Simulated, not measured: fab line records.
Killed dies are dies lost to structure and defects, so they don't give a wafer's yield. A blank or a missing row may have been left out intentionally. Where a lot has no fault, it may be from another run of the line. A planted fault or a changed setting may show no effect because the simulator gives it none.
One fault seen from 2 desks | flow n5 finfet | every desk sees just its own numbers, and what lay behind them comes last

## THE TOOL OWNER'S DESK: rie diel-03
The tool's own readings at N5_MOL_CONTACT_COAG_ETCH_65 (etches underlayer in N2/H2, target depth 13 nm, time 10.4 s): means of the sampled wafers that have a number, for each lot that ran on this tool. Marked OUT: a lot whose mean sits more than 4 standard deviations from the usual mean, which makes it out of limits; the brackets give that distance.
Columns: A = bias w at N5_MOL_CONTACT_COAG_ETCH_65, usual 150.0 W; B = drypump motor current A at N5_MOL_CONTACT_COAG_ETCH_65, usual 5.7 A; C = etch rf on time s at N5_MOL_CONTACT_COAG_ETCH_65, usual 10.37 s; D = oes product au at N5_MOL_CONTACT_COAG_ETCH_65, usual 0.70 a.u.; E = rf vpp V at N5_MOL_CONTACT_COAG_ETCH_65, usual 522.4 V; F = showerhead plenum p Torr at N5_MOL_CONTACT_COAG_ETCH_65, usual 2.49 Torr; G = throttle valve pct at N5_MOL_CONTACT_COAG_ETCH_65, usual 17.91 %
lot  | first seen here | A     | B   | C                | D    | E     | F    | G
L798 | day 5 18:57     | 150.4 | 6.1 | 10.44            | 0.66 | 522.5 | 2.49 | 18.14
L801 | day 6 20:59     | 149.9 | 5.5 | 10.34            | 0.72 | 523.3 | 2.51 | 17.91
L807 | day 7 22:35     | 150.0 | 5.4 | 12.33 (+7.5) OUT | 0.73 | 523.9 | 2.57 | 17.52
Finding of this desk: L807 out of limits; the first was L807 at day 7 22:35, on etch rf on time s at N5_MOL_CONTACT_COAG_ETCH_65. Within limits: L798, L801.

## AT THE METROLOGY DESK
What the gauges read, lot by lot, whatever tool the lot ran on: means of the sampled wafers that have a number. Marked OUT: a lot whose mean sits more than 4 standard deviations from the usual mean, which makes it out of limits; the brackets give that distance. Of its 10 readings 7 are shown: those that lie furthest out on some lot.
Columns: A = DIBL_N at N5_BEOL_M4_RC_MEAS_101, usual 36.0 mV/V; B = DIBL_P at N5_BEOL_M4_RC_MEAS_101, usual 36.1 mV/V; C = IOFF_P at N5_BEOL_M4_RC_MEAS_101, usual 0.21 nA/um; D = ION_N at N5_BEOL_M4_RC_MEAS_101, usual 675 uA/um; E = ION_P at N5_BEOL_M4_RC_MEAS_101, usual 464 uA/um; F = SS_P at N5_BEOL_M4_RC_MEAS_101, usual 73.3 mV/dec; G = VT_N at N5_BEOL_M4_RC_MEAS_101, usual 250 mV
lot  | first seen here | A    | B    | C    | D   | E   | F    | G
L797 | day 8 01:37     | 36.8 | 35.5 | 0.22 | 666 | 460 | 73.3 | 251
L798 | day 8 07:10     | 34.9 | 35.2 | 0.18 | 675 | 460 | 72.7 | 252
L801 | day 9 12:39     | 37.4 | 36.4 | 0.23 | 676 | 467 | 73.3 | 251
L807 | day 10 20:14    | 38.1 | 39.7 | 0.30 | 688 | 481 | 74.3 | 247
L810 | day 11 04:11    | 34.8 | 33.9 | 0.20 | 666 | 463 | 72.7 | 251
L814 | day 12 22:20    | 38.0 | 39.3 | 0.28 | 698 | 480 | 73.8 | 244
L817 | day 13 06:37    | 33.4 | 35.1 | 0.21 | 670 | 467 | 73.1 | 253
L815 | day 13 09:56    | 35.9 | 35.1 | 0.19 | 689 | 467 | 73.0 | 247
L818 | day 13 15:26    | 35.6 | 35.5 | 0.22 | 668 | 462 | 73.0 | 251
Result from this desk: across the 9 lots, nothing is out of limits.

## TAKEN TOGETHER
At day 7 22:35, on L807, the tool owner's desk was in a position to raise an alarm.
At the metrology desk, nothing out of limits was observed.
The metrology desk has L807 on record, within its limits.
The lots listed all ran N5_MOL_CONTACT_COAG_ETCH_65 on rie diel-03.

## WHAT HAD BEEN PUT IN BY THE SIMULATOR
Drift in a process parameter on rie diel-03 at N5_MOL_CONTACT_COAG_ETCH_65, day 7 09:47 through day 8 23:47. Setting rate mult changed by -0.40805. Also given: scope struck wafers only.
Shown lots that were struck: L807.
Delay in hours, fault start to first out-of-limits reading, by desk: the tool owner's desk at 13.
